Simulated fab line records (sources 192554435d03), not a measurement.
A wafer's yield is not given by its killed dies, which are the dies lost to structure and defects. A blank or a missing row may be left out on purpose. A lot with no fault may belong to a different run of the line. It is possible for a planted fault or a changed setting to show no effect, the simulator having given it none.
Which of the tools did it? ; flow n5Finfet ; 12 lots, 36 wafers sampled, at 3 steps of a route of 1938

## WHAT THE GAUGES SHOWED, per wafer
N5_HKMG_FIN_INSPECT_61: inspects for defects (macro).
lot;measured;on;rawDefectCount
L075;day 4 09:22;defectInspect-02;3 2 1
L077;day 4 17:03;defectInspect-02;0 3 6
L079;day 5 09:07;defectInspect-02;0 0 2
L081;day 6 01:29;defectInspect-01;3 0 2
L083;day 6 05:57;defectInspect-02;3 1 2
L085;day 6 18:59;defectInspect-02;0 0 4
L087;day 7 08:46;defectInspect-01;1 0 2
L089;day 7 21:23;defectInspect-02;0 0 1
L091;day 8 06:45;defectInspect-02;1 3 1
L093;day 8 21:23;defectInspect-01;2 3 1
L095;day 9 07:02;defectInspect-02;1 0 0
L097;day 9 22:58;defectInspect-01;4 1 0

## EACH LOT AND THE TOOL THAT RAN IT (in order: tool; ch and the chambers of the sampled wafers; start)
lot;N5_SDB_HM_OPEN_20;N5_HKMG_FIN_ALD_75
L075;rieDiel-01 ch 1,3, day 4 04:10;aldHk-01 ch 0,1,3, day 4 08:50
L077;rieDiel-04 ch 0,1,2, day 4 11:51;aldHk-01 ch 1,2,3, day 4 16:40
L079;rieDiel-05 ch 0,1,2, day 5 03:31;aldHk-01 ch 0,2,3, day 5 08:34
L081;rieDiel-05 ch 0,2,3, day 5 18:59;aldHk-02 ch 0,1,2, day 6 01:05
L083;rieDiel-01 ch 1,3, day 6 00:22;aldHk-03 ch 0,3, day 6 05:25
L085;rieDiel-05 ch 1,2, day 6 13:26;aldHk-03 ch 0,2,3, day 6 18:28
L087;rieDiel-04 ch 0,1, day 7 03:04;aldHk-02 ch 0,2, day 7 08:15
L089;rieDiel-04 ch 0,1,2, day 7 16:10;aldHk-02 ch 1,2,3, day 7 20:52
L091;rieDiel-04 ch 0,3, day 8 00:55;aldHk-03 ch 0,1,3, day 8 06:21
L093;rieDiel-05 ch 2,3, day 8 13:14;aldHk-03 ch 1,3, day 8 20:52
L095;rieDiel-04 ch 1,2, day 9 01:38;aldHk-01 ch 1,2, day 9 06:38
L097;rieDiel-05 ch 1,2, day 9 17:44;aldHk-01 ch 0,2,3, day 9 22:26
- N5_SDB_HM_OPEN_20: chemistry CH3F/O2, target SiNx, stops on poly-Si, target depth 24 nm.
- N5_HKMG_FIN_ALD_75: deposits Al2O3, target thk 1 nm, co reactant pulse time 1 s.

## THE ANSWER, worked out from the rows above alone
Rule: the lots themselves supply what counts as usual. Put in order of their means at a reading, lots are off if they are a third of the lots or fewer, leave a main group of 4 or more, and stand apart from it by a gap of 3 or more times the standard deviation of the main group's means; of several such gaps the widest counts. A main group whose means are all the same, to the digits that the tables above print for the reading, isn't used. A lot without any number at a reading at which 4 lots or more have one is off too. Where the step has rows for the other lots, those lots are counted as sound.
Nothing can be told from this: no lot is off at any reading shown.

## WHAT WAS PUT IN BY THE SIMULATOR
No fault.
